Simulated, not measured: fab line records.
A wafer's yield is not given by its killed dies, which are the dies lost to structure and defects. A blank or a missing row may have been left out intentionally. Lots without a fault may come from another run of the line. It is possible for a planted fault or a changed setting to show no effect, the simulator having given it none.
fab line records    flow nand-harc
record: lots: 11  wafers: 33  last-day: 34
route steps=1302 shown A_CHANNEL_FILL_D2@612 END@1302
lots that met no fault: taken from a fault-free run of the same line
start-h: the number of hours between the record's first day and the start of the first shown wafer of the lot    wait-h: time in hours since the lot's previous step    " unchanged from the row above    L1.1+2: several wafers, shown together as one row    - no value, or no start was given    * or withheld: withheld    < > ~ a bound
route shown NAME@n: names a module that has steps shown in the file, with the first one's number in the route    usual: mean/standard deviation of fault-free wafers    same: alike in all rows    chamber/n: place in a boat    sites: each site's reading    _std_site: how widely they spread, as a standard deviation    _edge_site: mean of outer sites minus mean of inner sites    radius-mm: for every site, how far away it sits from the centre of the wafer    mask NAME#n: copy n    behind: tool/chamber where the wafer was last shaped    hold: why the lot went on hold/how many hours it stayed there/how the hold came to an end    device: the n, p or np transistor that did not switch    end of line: tests run on the same wafers once the route is complete    for a step that has no rows: nothing shown but its recipe    killed: at the first sort, the dies lost to defects and structure; wafer yield is something else    map: dies across one wafer; x = killed, . = not, _ = none there
set.NAME: the setting that was run; set.NAME@STEP: the one run at that earlier step    model.NAME: the simulator's own value behind a step, which no gauge read
a sample of lots followed through the steps of the route, with each step as a table and each wafer as a row
services: the hour from which a tool's chamber was out of use, counted from the record's first day as start-h (under 0 if before that day), plus the number of hours and why
== steps ==
step: NHARC_A_CHANNEL_FILL_D2_ALD_02
recipe: target-thk-a: 60  pulse-time-s: 10  ald-cycles: 60  temp-c: 300  material: SiO2
usual: heater-power-w: 486/54  precursor-pulse-height-rel: 1.000/0.02
lot.wafer  tool       chamber  start-h  wait-h  heater-power-w  precursor-pulse-height-rel
L683.4     ald-hk-04  1        320.25   -       512             1.011
L683.5     "          0        "        "       525             0.996
L683.6     "          1        "        "       504             1.019
L685.3     ald-hk-04  0        340.09   -       538             1.007
L685.1     "          2        "        "       593             0.987
L685.5     "          3        "        "       448             1.011
L687.2     ald-hk-03  3        364.10   -       508             1.015
L687.6     "          0        "        "       505             1.003
L687.5     "          1        "        "       382             1.017
L689.2     ald-hk-03  2        379.70   -       471             0.983
L689.1     "          1        "        "       394             0.976
L689.5     "          2        "        "       455             0.984
L690.3     ald-hk-03  3        404.52   -       548             1.035
L690.4     "          1        "        "       411             0.996
L690.6     "          2        "        "       462             1.007
L693.1     ald-hk-04  3        414.44   -       449             1.020
L693.3     "          2        "        "       566             1.008
L693.5     "          0        "        "       536             0.989
L696.4     ald-hk-03  3        442.35   -       550             0.984
L696.1     "          0        "        "       525             1.008
L696.3     "          1        "        "       408             0.967
L702.1     ald-hk-01  0        500.57   -       489             1.012
L702.3     "          1        "        "       395             0.963
L702.2     "          3        "        "       433             0.971
L701.2     ald-hk-03  0        522.88   0.1     526             1.017
L701.5     "          0        "        "       531             0.997
L701.6     "          1        "        "       414             1.012
L704.2     ald-hk-03  1        538.19   -       412             1.036
L704.3     "          2        "        "       466             0.938
L704.6     "          0        "        "       536             1.032
L703.2     ald-hk-01  1        539.01   -       396             0.998
L703.6     "          1        "        "       403             0.984
L703.5     "          2        "        "       456             1.009
step: NHARC_A_CHANNEL_FILL_D2_ETCHBACK_19
recipe: target-depth-a: 50  time-s: 1.7  hbr-flow-sccm: 150  cl2-flow-sccm: 50  rf-w: 400  icp-w: 400  bias-w: 100  chemistry: HBr/Cl2
usual: bias-w: 100.1/0.33  chamber-pressure-mTorr: 15.003/0.014  drypump-motor-current-A: 5.6/0.35  oes-product-au: 0.999/0.0075  throttle-valve-pct: 26.406/0.0085
lot.wafer  tool       chamber  start-h  wait-h  bias-w  chamber-pressure-mTorr  drypump-motor-current-A  oes-product-au  rf-hours-counter-h  throttle-valve-pct
L683.4     rie-si-03  1        343.67   0.4     99.7    15.023                  5.8                      0.998           0.54                26.416
L683.6     "          3        "        "       99.8    15.013                  5.9                      1.003           -                   26.415
L683.5     "          0        "        "       100.4   15.029                  5.3                      1.000           -                   26.411
L685.1     rie-si-06  1        363.71   0.4     100.4   15.002                  6.0                      1.012           0.73                26.410
L685.3     "          3        "        "       100.4   15.028                  5.5                      1.003           0.68                26.424
L685.5     "          2        "        "       100.4   15.003                  5.4                      1.001           -                   26.406
L687.2     rie-si-04  3        388.21   0.4     100.1   14.985                  5.8                      1.002           0.29                26.400
L687.6     "          3        "        "       100.0   15.018                  5.9                      0.987           -                   26.401
L687.5     "          0        "        "       100.1   15.003                  5.6                      0.998           -                   26.400
L689.1     rie-si-06  2        404.11   0.4     100.2   15.011                  5.4                      1.004           0.92                26.406
L689.2     "          0        "        "       100.0   14.996                  5.7                      0.993           1.01                26.409
L689.5     "          2        "        "       100.2   15.002                  5.3                      1.002           -                   26.418
L690.3     rie-si-03  3        429.01   0.4     99.6    15.015                  5.9                      0.985           0.12                26.409
L690.4     "          0        "        "       100.1   15.018                  5.2                      0.974           0.09                26.406
L690.6     "          1        "        "       99.4    15.001                  5.8                      0.982           -                   26.412
L693.1     rie-si-03  2        438.65   0.4     100.7   15.005                  5.0                      1.001           0.17                26.413
L693.3     "          1        "        "       99.3    15.002                  5.8                      0.987           0.15                26.408
L693.5     "          3        "        "       100.1   14.995                  5.9                      1.004           -                   26.399
L696.4     rie-si-03  0        467.31   0.4     99.7    14.996                  5.3                      0.999           0.33                26.406
L696.1     "          1        "        "       99.8    15.011                  5.8                      1.003           0.38                26.410
L696.3     "          2        "        "       99.7    14.983                  5.1                      1.002           0.43                26.393
L702.3     rie-si-06  2        525.61   0.4     100.2   15.003                  5.4                      1.007           0.54                26.401
L702.1     "          3        "        "       100.0   15.022                  5.5                      1.000           0.60                26.398
L702.2     "          0        "        "       100.3   14.973                  5.7                      0.997           0.62                26.402
L701.2     rie-si-03  2        546.88   0.4     99.5    15.012                  5.1                      1.003           0.90                26.407
L701.5     "          0        "        "       100.0   14.988                  5.3                      0.993           -                   26.414
L701.6     "          1        "        "       100.0   15.002                  5.8                      1.000           -                   26.414
L703.2     rie-si-03  0        559.05   0.4     99.5    15.011                  5.3                      0.999           0.79                26.429
L703.5     "          0        "        "       100.0   15.017                  5.2                      0.999           -                   26.418
L703.6     "          2        "        "       99.7    14.984                  5.0                      1.016           -                   26.409
L704.3     rie-si-04  3        559.05   0.4     100.1   15.025                  5.9                      0.995           0.12                26.396
L704.2     "          2        "        "       99.6    14.981                  6.4                      0.995           0.10                26.401
L704.6     "          3        "        "       99.9    15.010                  5.9                      0.983           -                   26.387
step: NHARC_A_CHANNEL_FILL_D2_ETCHBACK_20
recipe: target-depth-a: 270  time-s: 13.5  c4f8-flow-sccm: withheld  o2-flow-sccm: 8  ar-flow-sccm: withheld  rf-w: 600  bias-w: 1500  chemistry: C4F8/O2/Ar
usual: bias-w: 1499/4.3  chamber-pressure-mTorr: 25.000/0.022  oes-product-au: 0.987/0.023  rf-vpp-V: 979/4.7  run-length-s: 34.5/0.33
lot.wafer  tool         chamber  start-h  wait-h  bias-w  chamber-pressure-mTorr  oes-product-au  rf-hours-counter-h  rf-vpp-V  run-length-s
L683.4     rie-diel-03  1        343.79   -       1505    25.008                  0.965           9                   985       34.4
L683.5     "            3        "        "       1500    25.031                  0.980           -                   984       34.2
L683.6     "            0        "        "       1501    25.023                  0.980           -                   980       33.9
L685.3     rie-diel-08  0        363.86   -       1492    24.997                  1.017           4                   977       34.4
L685.1     "            1        "        "       1498    24.976                  1.002           5                   974       34.0
L685.5     "            3        "        "       1499    24.994                  1.008           -                   976       34.5
L687.2     rie-diel-12  3        388.34   -       1509    25.023                  1.003           4                   987       34.4
L687.6     "            0        "        "       1496    24.953                  0.989           -                   986       34.5
L687.5     "            2        "        "       1489    25.033                  0.988           -                   976       35.0
L689.2     rie-diel-12  3        404.23   -       1503    25.004                  0.925           4                   988       34.4
L689.1     "            1        "        "       1494    25.031                  0.932           4                   976       34.8
L689.5     "            3        "        "       1497    24.972                  0.929           -                   987       34.1
L690.4     rie-diel-08  0        429.12   -       1498    25.006                  0.948           1                   979       34.5
L690.3     "            1        "        "       1492    25.006                  0.963           1                   975       34.3
L690.6     "            0        "        "       1495    24.984                  0.951           -                   979       34.3
L693.3     rie-diel-08  3        438.79   -       1498    24.989                  0.993           2                   977       34.2
L693.1     "            0        "        "       -       24.985                  0.987           2                   977       30.1
L693.5     "            3        "        "       1500    24.985                  0.991           -                   979       34.3
L696.4     rie-diel-08  0        467.42   -       -       25.036                  1.000           2                   978       29.4
L696.3     "            1        "        "       1496    24.993                  0.993           2                   974       34.5
L696.1     "            2        "        "       1495    25.036                  0.998           2                   976       34.7
L702.3     rie-diel-12  0        525.72   -       1489    24.980                  1.001           1                   985       34.7
L702.1     "            1        "        "       1497    25.015                  1.011           1                   973       34.8
L702.2     "            2        "        "       1506    24.977                  1.002           1                   976       34.4
L701.2     rie-diel-03  3        546.98   -       1500    24.963                  0.999           13                  982       34.5
L701.6     "            3        "        "       1502    24.993                  0.996           -                   983       34.8
L701.5     "            0        "        "       1503    25.028                  1.005           -                   980       34.2
L704.2     rie-diel-03  2        559.19   -       1495    25.003                  1.015           15                  975       34.7
L704.3     "            3        "        "       1492    24.999                  0.999           14                  983       34.4
L704.6     "            2        "        "       1497    25.014                  1.000           -                   975       35.0
L703.2     rie-diel-03  2        559.25   -       1503    25.008                  1.004           15                  974       35.0
L703.5     "            1        "        "       1497    25.009                  0.995           -                   984       34.5
L703.6     "            2        "        "       1508    25.019                  1.006           -                   976       34.8
step: NHARC_A_CHANNEL_FILL_D2_STRIP_29
recipe: time-s: 20  o2-flow-sccm: 500  ar-flow-sccm: 0  bias-w: 0  chemistry: O2
usual: chamber-pressure-mTorr: 60.00/0.078  drypump-motor-current-A: 5.7/0.4  oes-product-au: 0.998/0.0069  rf-vpp-V: 57.8/0.76  showerhead-plenum-p-Torr: 3.54/0.12  throttle-valve-pct: 17.037/0.0086
same: bias-w: 0
lot.wafer  tool         chamber  start-h  wait-h  chamber-pressure-mTorr  drypump-motor-current-A  oes-product-au  rf-hours-counter-h  rf-vpp-V  showerhead-plenum-p-Torr  throttle-valve-pct
L683.4     rie-diel-12  3        -        -       60.07                   5.4                      0.990           3                   58.3      3.77                      17.030
L683.6     "            3        "        "       60.08                   5.4                      0.992           -                   58.6      3.77                      17.031
L683.5     "            0        "        "       60.03                   6.1                      0.984           -                   59.2      3.72                      17.030
L685.1     rie-diel-08  3        -        -       60.00                   5.1                      0.989           0                   57.0      3.53                      17.033
L685.3     "            0        "        "       59.95                   6.2                      0.998           0                   56.8      3.51                      17.043
L685.5     "            3        "        "       60.07                   5.1                      0.988           -                   57.8      3.53                      17.034
L687.2     rie-diel-08  3        -        -       59.92                   5.1                      0.993           1                   57.8      3.53                      17.029
L687.5     "            1        "        "       60.02                   5.5                      1.000           -                   57.6      3.43                      17.032
L687.6     "            2        "        "       60.08                   5.6                      0.999           -                   57.7      3.45                      17.041
L689.2     rie-diel-12  2        -        -       59.96                   6.3                      1.000           5                   58.2      3.47                      17.053
L689.1     "            0        "        "       60.00                   6.1                      0.995           4                   57.7      3.72                      17.050
L689.5     "            3        "        "       60.01                   5.4                      0.985           -                   57.6      3.77                      17.040
L690.3     rie-diel-08  3        -        -       60.04                   5.1                      1.003           2                   57.4      3.53                      17.045
L690.4     "            0        "        "       59.97                   6.2                      1.011           2                   58.3      3.51                      17.028
L690.6     "            0        "        "       60.06                   6.1                      1.006           -                   58.5      3.51                      17.030
L693.1     rie-diel-12  1        -        -       60.10                   5.8                      0.994           0                   58.3      3.43                      17.050
L693.3     "            2        "        "       59.94                   6.3                      0.995           0                   58.1      3.47                      17.033
L693.5     "            0        "        "       59.92                   6.1                      0.999           -                   57.6      3.72                      17.029
L696.3     rie-diel-12  1        -        -       60.03                   5.8                      1.001           0                   58.2      3.43                      17.036
L696.1     "            2        "        "       59.96                   6.3                      1.001           1                   59.5      3.47                      17.029
L696.4     "            3        "        "       59.99                   5.4                      0.997           0                   57.4      3.77                      17.016
L702.2     rie-diel-08  1        -        -       59.95                   5.5                      0.988           5                   57.3      3.43                      17.028
L702.3     "            3        "        "       60.12                   5.1                      0.995           5                   58.3      3.52                      17.036
L702.1     "            0        "        "       60.00                   6.2                      1.006           5                   58.7      3.51                      17.042
L701.2     rie-diel-08  3        -        -       60.01                   5.1                      0.995           0                   56.8      3.52                      17.044
L701.6     "            2        "        "       59.88                   5.6                      0.999           -                   55.8      3.45                      17.045
L701.5     "            3        "        "       59.92                   5.1                      1.000           -                   58.1      3.52                      17.049
L703.2     rie-diel-03  0        -        -       60.02                   5.3                      0.990           14                  57.2      3.55                      17.058
L703.5     "            3        "        "       60.01                   6.5                      1.001           -                   58.0      3.64                      17.043
L703.6     "            0        "        "       59.91                   5.3                      0.995           -                   57.9      3.55                      17.033
L704.3     rie-diel-12  2        580.05   0.1     59.91                   6.3                      1.005           2                   57.0      3.47                      17.040
L704.2     "            0        "        "       60.04                   6.1                      0.996           3                   58.1      3.71                      17.042
L704.6     "            3        "        "       60.00                   5.4                      0.997           -                   58.2      3.76                      17.038
step: NHARC_END_SORT_01
recipe: temp-c: 25
usual: killed-at-array: 62/16  killed-at-other: 0.8/1.1  killed-at-periphery: 4/3.2  killed-dies: 67/16  killed-open: 3.5/1.9  killed-short: 2.1/1.5
same: gross-dies: 677
lot.wafer  tool       chamber  start-h  wait-h  killed-at-array  killed-at-other  killed-at-periphery  killed-dies  killed-open  killed-short
L693.1     prober-02  0        672.22   2.5     659              1                2                    662          4            0
L693.3     prober-02  0        673.82   3.1     72               2                2                    76           5            4
L693.5     prober-02  0        675.42   3.7     68               2                4                    74           3            1
L696.1     prober-02  0        698.02   2.5     61               0                5                    66           5            4
L696.3     prober-02  0        699.60   3.1     57               0                3                    60           4            0
L696.4     prober-02  0        700.38   3.4     667              0                3                    670          5            6
killed by level:class
L693.1 A_CHANNEL_FILL_D2:area-etchback=588 A_SLIT:chamber-film-flake=34 A_CHANNEL_HOLE_D2:chamber-film-flake=19 A_CHANNEL_HOLE_D1:chamber-film-flake=7 A_BONDPAD:chamber-film-flake=3 A_ONON_D2:geometric-particle:open=2 A_CONTACT:chamber-film-flake=2 A_DECK1_JOINT:geometric-particle:open=1
L693.3 A_SLIT:chamber-film-flake=32 A_CHANNEL_HOLE_D2:chamber-film-flake=28 A_SOURCE_PLATE:geometric-particle:open=2 A_DECK1_JOINT:chamber-film-flake=2 P_CONTACT:geometric-particle:open=1 P_M0:geometric-particle:open=1 A_CHANNEL_FILL_D1:geometric-particle:short=1 A_ONON_D2:geometric-particle:short=1
L693.5 A_SLIT:chamber-film-flake=35 A_CHANNEL_HOLE_D2:chamber-film-flake=20 A_CHANNEL_HOLE_D1:chamber-film-flake=7 THIN_TSV:chamber-film-flake=2 P_CONTACT:geometric-particle:short=1 P_M1:geometric-particle:open=1 A_ONON_D2:geometric-particle:open=1 A_WL_FILL:geometric-particle:open=1
L696.1 A_CHANNEL_HOLE_D1:chamber-film-flake=34 A_CONTACT:chamber-film-flake=10 A_DECK1_JOINT:chamber-film-flake=3 P_GATE:chamber-film-flake=2 A_SLIT:chamber-film-flake=2 A_STAIRCASE:chamber-film-flake=2 A_WL_FILL:chamber-film-flake=2 P_STI:geometric-particle:short=1
L696.3 A_CHANNEL_HOLE_D1:chamber-film-flake=33 A_STAIRCASE:chamber-film-flake=8 A_CONTACT:chamber-film-flake=7 P_GATE:chamber-film-flake=3 A_SLIT:chamber-film-flake=3 A_SOURCE_PLATE:geometric-particle:open=1 A_ONON_D1:geometric-particle:open=1 A_SGD_CUT:geometric-particle:open=1
L696.4 A_CHANNEL_FILL_D2:area-etchback=603 A_CHANNEL_HOLE_D1:chamber-film-flake=37 A_CONTACT:chamber-film-flake=6 A_CHANNEL_FILL_D1:chamber-film-flake=4 A_ONON_D1:geometric-particle:short=2 A_SLIT:chamber-film-flake=2 A_DECK1_JOINT:chamber-film-flake=2 A_STAIRCASE:chamber-film-flake=2
== services ==
tool         chamber  start-h  hours  kind
ald-hk-03    -        311.16   0.5    repair
rie-si-03    -        342.32   0.1    repair
rie-diel-08  -        348.02   1.2    repair
rie-si-03    0        353.26   14.9   repair
rie-diel-08  -        367.80   9.0    pm
rie-diel-03  1        371.56   10.6   repair
rie-diel-03  0        373.35   8.3    repair
rie-diel-12  1        385.57   6.7    repair
ald-hk-03    -        390.00   10.0   pm
rie-si-03    -        398.00   9.0    pm
rie-si-06    -        426.00   9.0    pm
rie-diel-12  -        445.40   9.0    pm
rie-si-03    3        446.49   14.1   repair
rie-diel-03  -        458.30   9.0    pm
rie-diel-08  1        460.68   6.6    repair
rie-si-03    0        472.08   3.9    repair
rie-diel-12  0        494.33   5.1    repair
rie-diel-12  2        496.82   8.2    repair
rie-diel-12  1        538.50   3.1    repair
rie-diel-08  -        544.80   9.0    pm
rie-diel-12  2        547.00   10.7   repair
rie-si-03    1        552.54   7.6    repair
rie-si-03    -        575.00   9.0    pm
rie-diel-12  1        575.73   5.0    repair
== key ==
first-sign: step: NHARC_A_CHANNEL_FILL_D2_ETCHBACK_20  reading: run-length-s  direction: down  sigmas: 14  usual: *  struck: *
effect: step: NHARC_END_SORT_01  reading: killed-at-array  direction: up  sigmas: 37  usual: 62  struck: 663
more-kills-born-at: NHARC_A_CHANNEL_FILL_D2_ETCHBACK_20@rie-diel-08: 1191
met-at NHARC_A_CHANNEL_FILL_D2_ETCHBACK_20
struck-lots L693,L696
struck-wafers L693.1,L696.4
later-rows-left-out L693.1,L696.4
tester-left-out L693,L696
not-acting-at NHARC_A_CHANNEL_FILL_D2_ALD_02,NHARC_A_CHANNEL_FILL_D2_ETCHBACK_19,NHARC_A_CHANNEL_FILL_D2_STRIP_29
onset-between 429.12 438.79
fault: kind: process-parameter-drift  tool: rie-diel-08  chamber: 0  onset-h: 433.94  steps: NHARC_A_CHANNEL_FILL_D2_ETCHBACK_20  channel: time-s  offset: *  shape: step  end-h: 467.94  acts-in: *  stated: *
tester-left-out: of these lots the tester's yield and bins aren't shown, on N5 and GAA mostly nor the transistor test; their killed dies are dies lost to structure and defects alone, not to doping, threshold or leakage, so they don't give the yield
later-rows-left-out: the simulator's readings of these wafers behind a module that went badly wrong aren't trusted and aren't shown, but for the sort
